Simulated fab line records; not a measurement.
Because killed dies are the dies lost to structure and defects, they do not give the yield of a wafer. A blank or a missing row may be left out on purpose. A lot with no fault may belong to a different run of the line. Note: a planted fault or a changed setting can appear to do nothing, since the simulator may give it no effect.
Which of the tools did it? / flow nand_harc / at 1 step of a route of 1159, 12 lots with 36 wafers sampled

== WHAT THE GAUGES READ, wafer by wafer ==
NHARC_P_BONDPAD_INSPECT_23.
lot=L074; measured=day 7 09:29; on=defect_inspect-02; raw_defect_count=448 438 728
lot=L075; measured=day 7 10:36; on=defect_inspect-01; raw_defect_count=158 271 126
lot=L079; measured=day 7 19:32; on=defect_inspect-02; raw_defect_count=288 156 273
lot=L081; measured=day 8 02:00; on=defect_inspect-01; raw_defect_count=450 339 186
lot=L084; measured=day 9 01:55; on=defect_inspect-02; raw_defect_count=291 295 398
lot=L085; measured=day 9 17:51; on=defect_inspect-02; raw_defect_count=303 607 471
lot=L086; measured=day 9 19:52; on=defect_inspect-01; raw_defect_count=222 235 292
lot=L089; measured=day 10 12:16; on=defect_inspect-01; raw_defect_count=284 350 400
lot=L091; measured=day 11 00:35; on=defect_inspect-01; raw_defect_count=321 338 591
lot=L093; measured=day 11 08:29; on=defect_inspect-01; raw_defect_count=350 297 243
lot=L095; measured=day 12 02:35; on=defect_inspect-02; raw_defect_count=337 243 278
lot=L097; measured=day 12 10:10; on=defect_inspect-01; raw_defect_count=207 428 255

== TOOL THAT RAN EACH LOT (tool first, then ch and the chambers of the sampled wafers, then the start) ==
The record holds no process step before these readings.

== THE ANSWER, worked out from the rows above alone ==
Rule: the lots themselves supply what counts as usual. Put in order of their means at a reading, lots are off if they are a third of the lots or fewer, leave a main group of 4 or more, and stand apart from it by a gap of 3 or more times the standard deviation of the main group's means; of several such gaps the widest counts. A main group is skipped when, at the precision printed for the reading in the tables above, its means are all equal. Also off: a lot with no number at a reading for which 4 or more lots have one. Any other lot the step has rows for is counted as sound.
None of the lots is off at any reading shown; this tells nothing.

== WHAT HAD BEEN PUT IN BY THE SIMULATOR ==
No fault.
